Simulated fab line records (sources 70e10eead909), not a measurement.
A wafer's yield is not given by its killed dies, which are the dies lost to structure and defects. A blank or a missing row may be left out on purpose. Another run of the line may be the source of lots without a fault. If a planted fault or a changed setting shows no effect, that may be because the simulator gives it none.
Which tool did it? | flow nandHarc | 6 lots, 18 wafers sampled, at 5 steps of a route of 1159

## WHAT THE GAUGES SHOWED, per wafer
NHARC_END_SORT_01.
lot | measured | on | killedAtArray

## WHICH TOOL RAN EACH LOT (tool, then ch and the chambers of the sampled wafers, then the start)
lot  | NHARC_A_CONTACT_DEP_57       | NHARC_THIN_TSV_DEP_47           | NHARC_THIN_TSV_PVD_51                  | NHARC_THIN_TSV_ETCH_59
L850 | aclDep-02 ch 0, day 16 18:19 | pecvd-04 ch 0,1, day 18 22:38   | pvdSputter-01, day 19 03:05 or earlier | rieMetal-03 ch 0,1, day 19 03:05
L863 | aclDep-02 ch 0, day 19 13:43 | pecvd-04 ch 0,1,2, day 23 17:17 | pvdSputter-02, day 23 22:35 or earlier | rieMetal-01 ch 0,1, day 23 22:35
L862 | aclDep-03 ch 0, day 19 21:30 | pecvd-01 ch 1,2, day 23 18:52   | pvdSputter-01, day 23 23:31 or earlier | rieMetal-03 ch 0,1, day 23 23:31
L867 | aclDep-03 ch 0, day 20 20:42 | pecvd-02 ch 0,1, day 23 21:47   | pvdSputter-02, day 24 02:23 or earlier | rieMetal-03 ch 0,1, day 24 02:23
L869 | aclDep-02 ch 0, day 22 06:30 | pecvd-02 ch 0,1,2, day 24 17:08 | pvdSputter-03, day 24 18:17            | rieMetal-01 ch 0,1, day 24 21:35
L873 | aclDep-02 ch 0, day 22 20:10 | pecvd-01 ch 1,2, day 24 20:48   | pvdSputter-01, day 25 01:07 or earlier | rieMetal-02 ch 0,1, day 25 01:07
- NHARC_A_CONTACT_DEP_57: deposits aC, target thk 2800 nm.
- NHARC_THIN_TSV_DEP_47: deposits SiO2, target thk 200 nm.
- NHARC_THIN_TSV_PVD_51: deposits Cu, target thk 100 nm.
- NHARC_THIN_TSV_ETCH_59: etches the open film in Cl2/BCl3, target depth 880 nm, time 138.1 s.

## THE ANSWER, worked out from the rows above alone
Rule: what is usual is taken from the lots themselves. The widest of any qualifying gaps counts: lots, ordered by their means at a reading, are off when they make up no more than a third of the lots, leave a main group of 4 or more, and stand apart from it by 3 or more times the standard deviation of that group's means. Not used: any main group whose means are identical at the precision the tables above print for the reading. Also off: a lot with no number at a reading for which 4 or more lots have one. The other lots that the step has rows for count as sound.
Nothing can be told from this: no lot is off at any reading shown.

## WHAT THE SIMULATOR HAD INSERTED
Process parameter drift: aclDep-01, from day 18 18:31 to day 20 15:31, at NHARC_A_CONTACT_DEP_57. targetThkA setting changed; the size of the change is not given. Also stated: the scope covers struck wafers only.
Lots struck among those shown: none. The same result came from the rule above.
